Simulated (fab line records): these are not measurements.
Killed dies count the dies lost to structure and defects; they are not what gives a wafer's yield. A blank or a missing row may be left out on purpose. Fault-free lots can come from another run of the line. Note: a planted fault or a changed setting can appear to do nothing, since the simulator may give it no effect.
Problem report in the 8D (eight disciplines) form, filled by code / flow nand harc / the parts of the form that need people (team, actions taken, sign-off) are left out

1. WHAT IS WRONG
Wafers without a fault read 1001 nm, standard deviation 8; thk nm at NHARC_A_ONON_D2_THK_MEAS_14 reads a mean of 620 nm on 4 wafers belonging to 2 lots. That puts it -48 standard deviations away from the usual mean.
The step: measures by ellipsometry.
First seen on wafer L264.3, day 16 21:01, on film metro-01. The record holds 18 wafers of 6 lots with a number at this step. The rule behind "out" and "out of limits": a value lying over 4 standard deviations away from the usual mean. The rest of the wafers with a number are treated as sound.

2. WHAT IT IS AND WHAT IT IS NOT
question=which readings at this step | is=thk nm | is not=-
question=which lots | is=L264, L266 | is not=L256, L260, L274, L276
question=which wafers of those lots | is=L264.3, L264.5, L266.3, L266.5 | is not=L264.4, L266.6
question=read on which gauges | is=film metro-01, film metro-02 | is not=-
question=when | is=from day 16 21:01 | is not=up to then (7 sound wafers); but 7 sound wafers of L266, L274, L276 came after

3. WHAT RULES OUT EACH SUSPECT
Counting: if a tool at a process step up to the reading ran every lot that is out, it stays a suspect. Sound lots after the first of them don't rule it out here, since some wafers of a struck lot are sound.
- the gauge at NHARC_A_ONON_D2_THK_MEAS_14: ruled out. 2 gauges (film metro-01, film metro-02) read the wafers that are out.
- pecvd-02 at NHARC_A_DECK1_JOINT_DEP_16 (deposits SiO2, target thk 45 nm): kept. It ran every lot that is out, first L264 (day 16 17:55).
- pecvd onon-04 at NHARC_A_ONON_D2_DEP_12 (target thk 1000 nm): kept. Ran every lot that is out, first one L264 (day 16 20:37); last sound lot up to then L260 (day 14 13:56).
The count leaves pecvd onon-04 at NHARC_A_ONON_D2_DEP_12 and pecvd-02 at NHARC_A_DECK1_JOINT_DEP_16.

4. THE CAUSE (what the simulator had put in)
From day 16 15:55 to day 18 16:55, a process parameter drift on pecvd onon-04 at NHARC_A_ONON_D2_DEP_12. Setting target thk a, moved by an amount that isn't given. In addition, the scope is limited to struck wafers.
2 suspects survive the count, and this tool is in that group.

5. THE CHAIN OF EFFECTS, in route order
Rows list readings where the struck wafers' mean (over those with a number) sits beyond 3 standard deviations from the usual. Only readings whose record carries a usual standard deviation are examined. hours: median over the lots of the time between each lot's start at the first step of this table that gives one and its start at this step. sigmas: the change, counted in usual standard deviations.
hours=0; step=NHARC_A_ONON_D2_THK_MEAS_14; reading=thk nm; usual=1001 nm; on struck wafers=620; change=-382; sigmas=-48
hours=284; step=NHARC_END_SORT_01; reading=killed at array; usual=56; on struck wafers=672; change=+616; sigmas=+32
hours=284; step=NHARC_END_SORT_01; reading=killed dies; usual=60; on struck wafers=677; change=+617; sigmas=+32

6. WHAT WOULD HAVE CAUGHT IT SOONER
Counted from the fault's start at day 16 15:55, it took 5 hours until the first out-of-limits reading at a measuring or inspecting step in this record, taken at day 16 21:01.
No tool reading at NHARC_A_ONON_D2_DEP_12 that has a usual standard deviation in the record was out on any struck wafer, so an alarm limit of 4 standard deviations on those readings would not have fired.
Of the lots that are out (2), L266 began NHARC_A_ONON_D2_DEP_12 on pecvd onon-04 after day 16 21:01. A hold on the tool at that time would have spared it.
